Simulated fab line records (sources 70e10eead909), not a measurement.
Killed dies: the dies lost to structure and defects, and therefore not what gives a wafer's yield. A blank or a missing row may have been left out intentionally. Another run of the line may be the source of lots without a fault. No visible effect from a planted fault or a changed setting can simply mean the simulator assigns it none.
Code-filled problem report in 8D (eight disciplines) form + flow nandHarc + the parts of the form that need people (team, actions taken, sign-off) are left out

== 1. PROBLEM STATEMENT ==
Wafers with no fault read 141.1 s with a standard deviation of 0.48, whereas runLengthS at NHARC_A_WL_FILL_ETCHBACK_04 reads a mean of 155.7 s on 1 wafer of 1 lot. Measured from the usual mean, that is +30 standard deviations.
The step: etches the open film in NF3, target depth 60 nm, time 120 s.
The first sign was on wafer L142.4 at day 17 23:55, on rieMetal-03. The record holds 35 wafers of 12 lots with a number at this step. Rule for "out", or "out of limits": more than 4 standard deviations from the usual mean. All remaining wafers that have a number are taken as sound.

== 2. WHAT IT IS; WHAT IT IS NOT ==
| question                    | is                | is not                                                                                 |
|-----------------------------|-------------------|----------------------------------------------------------------------------------------|
| which readings at this step | runLengthS        | drypumpMotorCurrentA, oesProductAu                                                     |
| which lots                  | L142              | L132, L134, L135, L136, L137, L139, L141, L151, L153, L154, L155                       |
| which wafers of those lots  | L142.4            | L142.5                                                                                 |
| read on which tools         | rieMetal-03       | rieMetal-01, rieMetal-02                                                               |
| when                        | from day 17 23:55 | up to then (22 sound wafers); but 12 sound wafers of L151, L153, L154, L155 came after |

== 3. SUSPECTS, AND WHAT RULES EACH OUT ==
Counting: a tool at a process step up to the reading stays a suspect if it ran every lot that is out. Sound lots after the first of them don't rule it out here, since some wafers of a struck lot are sound.
- pecvd-02 at NHARC_A_SLIT_DEP_25 (deposits SiO2, target thk 200 nm): kept. It ran the lot that is out, L142 (day 16 23:16); its last sound lot up to then is L141 (day 16 09:59).
- harEtch-02 at NHARC_A_SLIT_ETCH_17 (etches the open film in C4F8/O2/Ar, time 1687.5 s, target depth 10100 nm): kept. It ran the lot that is out, L142 (day 17 03:44); its last sound lot up to then is L139 (day 15 17:21).
- aldHk-01 at NHARC_A_WL_FILL_ALD_00 (deposits Al2O3, target thk 3 nm, pulse time 3 s, ald cycles 30): kept. It ran the lot that is out, L142 (day 17 13:58); its last sound lot up to then is L139 (day 16 04:10).
- rieMetal-03 at NHARC_A_WL_FILL_ETCHBACK_04 (etches the open film in NF3, target depth 60 nm, time 120 s): kept. It ran the lot that is out, L142 (day 17 23:55); its last sound lot up to then is L139 (day 16 10:57). Its own runLengthS readings are out on those wafers.
- Within pecvd-02 at NHARC_A_SLIT_DEP_25, the wafers that are out were processed in chamber 0 and their sound lot-mates in chamber 1.
Left after counting: pecvd-02 at NHARC_A_SLIT_DEP_25, harEtch-02 at NHARC_A_SLIT_ETCH_17, aldHk-01 at NHARC_A_WL_FILL_ALD_00, rieMetal-03 at NHARC_A_WL_FILL_ETCHBACK_04.

== 4. THE CAUSE (what the simulator had put in) ==
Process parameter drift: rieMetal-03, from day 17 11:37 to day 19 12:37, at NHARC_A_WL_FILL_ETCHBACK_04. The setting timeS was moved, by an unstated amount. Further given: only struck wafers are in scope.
4 suspects survive the count, and this tool is in that group.

== 5. THE EFFECT CHAIN, in route order ==
Each row: a reading where the mean over the struck wafers with a number is more than 3 standard deviations away from the usual. Only readings for which the record gives a usual standard deviation are gone through. hours: the time from each lot's start at the first step in this table that gives one to its start at this step, as a median over the lots. sigmas: the change in usual standard deviations.
| hours | step                        | reading    | usual   | on struck wafers | change | sigmas |
|-------|-----------------------------|------------|---------|------------------|--------|--------|
| 0     | NHARC_A_WL_FILL_ETCHBACK_04 | runLengthS | 141.1 s | 155.7            | +14.6  | +30    |
Its process steps:
- NHARC_A_WL_FILL_ETCHBACK_04: etches the open film in NF3, target depth 60 nm, time 120 s.

== 6. HOW IT WOULD HAVE BEEN CAUGHT EARLIER ==
In this record the first reading out of limits was taken at day 17 23:55, 12 hours after the fault began at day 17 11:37.
